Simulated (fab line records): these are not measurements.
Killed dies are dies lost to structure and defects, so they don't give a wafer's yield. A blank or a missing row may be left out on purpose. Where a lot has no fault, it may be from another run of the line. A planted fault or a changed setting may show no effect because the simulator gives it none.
A lot that was struck, set against a sound lot / flow nand harc / 15 out of 1302 route steps
Sound: these wafers, L313.1, L313.4, L313.5. Struck: wafers L324.3, L324.4 (left out: L324.6, a lot-mate that was not struck); the cause follows at the end.
Order at every step that has rows: each side's tool, ch and its chambers, its first start. Under that, the readings that differ: sound wafers / struck wafers / difference of the means / sigmas: that difference in standard deviations of wafers without a fault.
alike: words and numbers the same on both sides, and readings whose means are apart by under 2 such deviations; not compared: readings that were withheld, readings missing a value for some wafer, numbers with overlapping values and no deviation given by the record, and bounds like >300 which may hide the same value.
The two part at a step that has a row with sigmas, a row that says differs or no value, or rows on one side only. When numbers do not overlap yet have no deviation, they are printed without sigmas and do not part them. Lack of a reading on every wafer of one side parts them only where that side has two or more wafers.

NHARC_A_BLC_INSPECT_12:
  sound on defect inspect-01, day 25 04:56; struck on defect inspect-02, day 30 18:01
  alike: raw defect count
NHARC_A_BLC_DESCUM_15: chemistry O2, time 3 s.
  sound on rie diel-10 ch 0,1, day 25 05:00; struck on rie diel-10 ch 0,2, day 30 18:05
  alike: drypump motor current A, oes product au, rf vpp V, showerhead plenum p Torr, throttle valve pct
  not compared: rf hours counter h
NHARC_A_BLC_ETCH_16: etches the open film in CF4, target depth 39 nm, time 65 s.
  sound on rie diel-10 ch 1,2, day 25 05:05; struck on rie diel-10 ch 1,2, day 30 18:10
  alike: drypump motor current A, oes product au, rf vpp V, showerhead plenum p Torr, throttle valve pct
  not compared: rf hours counter h
NHARC_A_BLC_ETCH_17: etches the open film in N2/H2, target depth 390 nm, time 609.38 s.
  sound on rie diel-10 ch 1,2; struck on rie diel-10 ch 0,3
  alike: drypump motor current A, oes product au, rf vpp V, showerhead plenum p Torr, throttle valve pct
  not compared: rf hours counter h
NHARC_A_BLC_ETCH_18: etches the open film in C4F8/O2/Ar, target depth 910 nm.
  sound on rie diel-10 ch 0,2,3; struck on rie diel-10 ch 2,3
  alike: oes product au, rf vpp V
  not compared: rf hours counter h
NHARC_A_BLC_CD_MEAS_19:
  sound on cd sem-03, day 25 05:58; struck on cd sem-03, day 30 19:04
  alike: cd nm
then, 6 steps without rows for these wafers: NHARC_A_BLC_STRIP_29 (strips in CF4); NHARC_A_BLC_STRIP_21 (strips in O2); NHARC_A_BLC_STRIP_22 (strips in post etch residue remover, time 600 s); NHARC_A_BLC_DEGAS_30 (time 60 s); NHARC_A_BLC_PRE_CLEAN_31 (time 15 s); NHARC_A_BLC_PVD_32 (deposits Ti, target thk 5 nm, time 17.7 s).
NHARC_A_BLC_ALD_23: deposits TiN, target thk 3 nm, pulse time 1 s, ald cycles 150.
  sound on ald metal-03 ch 0,3, day 25 06:49; struck on ald metal-01 ch 1,3, day 30 19:55
reading=ald cycles; sound=150 150 150; struck=67 67; difference=-83; sigmas=
  alike: heater power w, precursor pulse height rel
NHARC_A_BLC_CVD_24: deposits W, target thk 150 nm, time 434 s.
  sound on cvd w-01 ch 0; struck on cvd w-01 ch 0,1
  alike: heater power w, throttle valve pct
-- the record jumps here: 2 days lie between the struck wafers' starts before and after (it left off in module A_BLC and takes up again in module END, whose first step shown is number 1302 of the route) --
NHARC_END_SORT_01:
  sound on prober-01 ch 0, day 27 03:02; struck on prober-01 ch 0, day 32 21:28
reading=killed at array; sound=25 32 30; struck=674 672; difference=+644; sigmas=+36
reading=killed dies; sound=33 39 36; struck=677 677; difference=+641; sigmas=+36
  alike: killed at other, killed at periphery, killed open, killed short

## WHERE THEY PART
Within this record, at NHARC_END_SORT_01 only.

WHY: the cause the simulator had injected
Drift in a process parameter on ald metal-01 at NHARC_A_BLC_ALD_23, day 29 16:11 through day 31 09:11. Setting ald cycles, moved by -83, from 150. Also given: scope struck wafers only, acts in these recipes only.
